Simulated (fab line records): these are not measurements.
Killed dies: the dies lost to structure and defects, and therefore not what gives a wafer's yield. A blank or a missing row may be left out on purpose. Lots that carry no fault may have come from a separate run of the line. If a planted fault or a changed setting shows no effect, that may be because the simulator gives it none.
Lot-split experiment | flow n5-finfet | 7 lots, 21 wafers read, on a route of 1938 steps

== ABOUT THE SPLIT ==
At N5_HKMG_FIN_ETCH_86 (etches SOC in N2/H2, stops on TiN, target depth 393.2 nm), the setting target-depth-a was moved away from the recipe's 3932 angstrom on 7 of the 21 wafers read, by -11.4% to +10.8%. For the rest of the wafers, this setting stayed at what the recipe calls for.

The reading comes from the split's own step.

== THE READING ==
SOC_of_HKMG_FIN_COAT_85.thk-nm (the simulator's own value, which no gauge read), in nm, at N5_HKMG_FIN_ETCH_86 (etches SOC in N2/H2, stops on TiN, target depth 393.2 nm). There is no usual value for it anywhere in the file. Average 17.9 nm, standard deviation 3.3 nm, over the 14 wafers here run with the recipe.

wafer  | tool, chamber at the split | target-depth-a as run, angstrom | against the recipe | SOC_of_HKMG_FIN_COAT_85.thk-nm, nm | against lot-mates on the recipe
L074.2 | rie-diel-02, 1             | 3932                            | recipe             | 22                                 | -
L074.5 | rie-diel-02, 1             | 3932                            | recipe             | 22                                 | -
L074.6 | rie-diel-02, 2             | 4357                            | +10.8%             | 8.6                                | -13.4
L079.1 | rie-diel-04, 3             | 4055                            | +3.1%              | 9.6                                | -8.8
L079.6 | rie-diel-04, 3             | 4055                            | +3.1%              | 9.6                                | -8.8
L079.2 | rie-diel-04, 2             | 3932                            | recipe             | 18.4                               | -
L080.1 | rie-diel-02, 3             | 3932                            | recipe             | 11.8                               | -
L080.4 | rie-diel-02, 0             | 3932                            | recipe             | 19                                 | -
L080.5 | rie-diel-02, 3             | 3765                            | -4.2%              | 24                                 | +8.6
L084.1 | rie-diel-02, 0             | 3485                            | -11.4%             | 51.2                               | +35.6
L084.3 | rie-diel-02, 3             | 3932                            | recipe             | 12                                 | -
L084.6 | rie-diel-02, 0             | 3932                            | recipe             | 19.2                               | -
L087.4 | rie-diel-02, 1             | 3932                            | recipe             | 23.2                               | -
L087.5 | rie-diel-02, 3             | 4255                            | +8.2%              | 8.6                                | -10.5
L087.6 | rie-diel-02, 2             | 3932                            | recipe             | 15                                 | -
L088.2 | rie-diel-03, 2             | 3932                            | recipe             | 18                                 | -
L088.4 | rie-diel-03, 2             | 3932                            | recipe             | 18                                 | -
L088.5 | rie-diel-03, 3             | 3932                            | recipe             | 18.8                               | -
L091.1 | rie-diel-03, 2             | 3631                            | -7.7%              | 39.6                               | +23.1
L091.2 | rie-diel-03, 1             | 3932                            | recipe             | 15                                 | -
L091.4 | rie-diel-03, 2             | 3932                            | recipe             | 18                                 | -

THE FIT
A straight line over all 21 wafers: SOC_of_HKMG_FIN_COAT_85.thk-nm changes by -1.96 nm for each +1% of target-depth-a; r = -0.87; the points scatter about the line by 5 nm.
The same after taking each lot's own level away (the mean of its wafers on the recipe; 21 wafers): -2.21 nm for each +1%; r = -0.92; scatter 4.4 nm.
The reading moves by 25 nm for the largest change in target-depth-a, on that fit.
Measured against the standard deviation above, the lots' own levels, which go from 15.40 to 22.00 nm, span 2.0 times it.
Hence the slope depends on the lot-to-lot level, as the two fits are not the same.
Check: for one of the wafers moved furthest among these (-11.4%), held out of the fit, the line's prediction against its lot-mates is +21.4 nm. It came out at +35.6 nm against them.

== FURTHER SPLITS ON THESE WAFERS ==
Other splits were also applied to these wafers ahead of the reading. Each is held against what the fit with the lots' levels taken away leaves over:
other split on the same wafers            | wafers away from the commonest value | r with SOC_of_HKMG_FIN_COAT_85.thk-nm (lot level and that fit taken away)
N5_PMOS_HMC_CHANNEL_EPI_PEB_07 peb-time-s | 5                                    | +0.01
N5_FIN_CUT_COAT_19 spin-rpm               | 8                                    | +0.21
N5_FIN_CUT_COAT_02 spin-rpm               | 5                                    | +0.14
N5_SD_EPI_N_COAT_33 spin-rpm              | 5                                    | +0.15
N5_SD_EPI_N_DESCUM_14 time-s              | 11                                   | +0.01
N5_SDB_COAT_05 spin-rpm                   | 3                                    | -0.15
N5_HKMG_FIN_PEB_47 peb-time-s             | 8                                    | +0.07
N5_HKMG_FIN_DEVELOP_48 develop-time-s     | 6                                    | -0.09

== FILE'S OWN FIT ==
SOC_of_HKMG_FIN_COAT_85.thk-nm changes by -2.19 nm for each +1% of target-depth-a, r = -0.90.
